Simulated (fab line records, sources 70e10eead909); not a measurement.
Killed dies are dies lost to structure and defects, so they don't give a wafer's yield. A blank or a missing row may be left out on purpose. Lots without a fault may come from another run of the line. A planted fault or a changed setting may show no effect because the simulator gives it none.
Which tool did it? | flow nand_harc | 6 lots, 18 wafers sampled, at 2 steps of a route of 1302

WHAT THE GAUGES READ, wafer by wafer
NHARC_THIN_TSV_THK_MEAS_02: measures by ir.
lot  | measured     | on            | thk_nm (nm)
L299 | day 23 19:17 | film_metro-02 | 3063 2964 2921
L302 | day 25 03:36 | film_metro-02 | 3048 2989 2885
L303 | day 27 06:43 | film_metro-02 | 3026 2910 2808
L313 | day 30 14:57 | film_metro-02 | 3071 3179 2992
L316 | day 31 17:54 | film_metro-02 | 2822 3032 2532
L320 | day 33 02:23 | film_metro-01 | 2851 2782 2562

WHICH TOOL RAN EACH LOT (tool, then ch and the chambers of the sampled wafers, then the start)
lot  | NHARC_A_BONDPAD_ETCH_12
L299 | rie_diel-09 ch 0,1, day 23 19:17 or earlier
L302 | rie_diel-09 ch 1,2,3, day 25 03:36 or earlier
L303 | rie_diel-09 ch 1,2,3, day 27 06:43 or earlier
L313 | rie_diel-10 ch 2,3, day 30 14:57 or earlier
L316 | rie_diel-09 ch 2,3, day 31 01:47
L320 | rie_diel-09 ch 0,2, day 33 02:23 or earlier
- NHARC_A_BONDPAD_ETCH_12: etches the open film in CHF3/O2, target depth 220 nm, time 110 s.

THE ANSWER, worked out from the rows above alone
Rule: what is usual is taken from the lots themselves. Put in order of their means at a reading, lots are off if they are a third of the lots or fewer, leave a main group of 4 or more, and stand apart from it by a gap of 3 or more times the standard deviation of the main group's means; of several such gaps the widest counts. A main group whose means are all the same, to the digits that the tables above print for the reading, isn't used. A lot without any number at a reading at which 4 lots or more have one is off too. The other lots that the step has rows for count as sound.
No lot is off at any reading shown: from this, nothing can be told.

WHAT THE SIMULATOR HAD PUT IN
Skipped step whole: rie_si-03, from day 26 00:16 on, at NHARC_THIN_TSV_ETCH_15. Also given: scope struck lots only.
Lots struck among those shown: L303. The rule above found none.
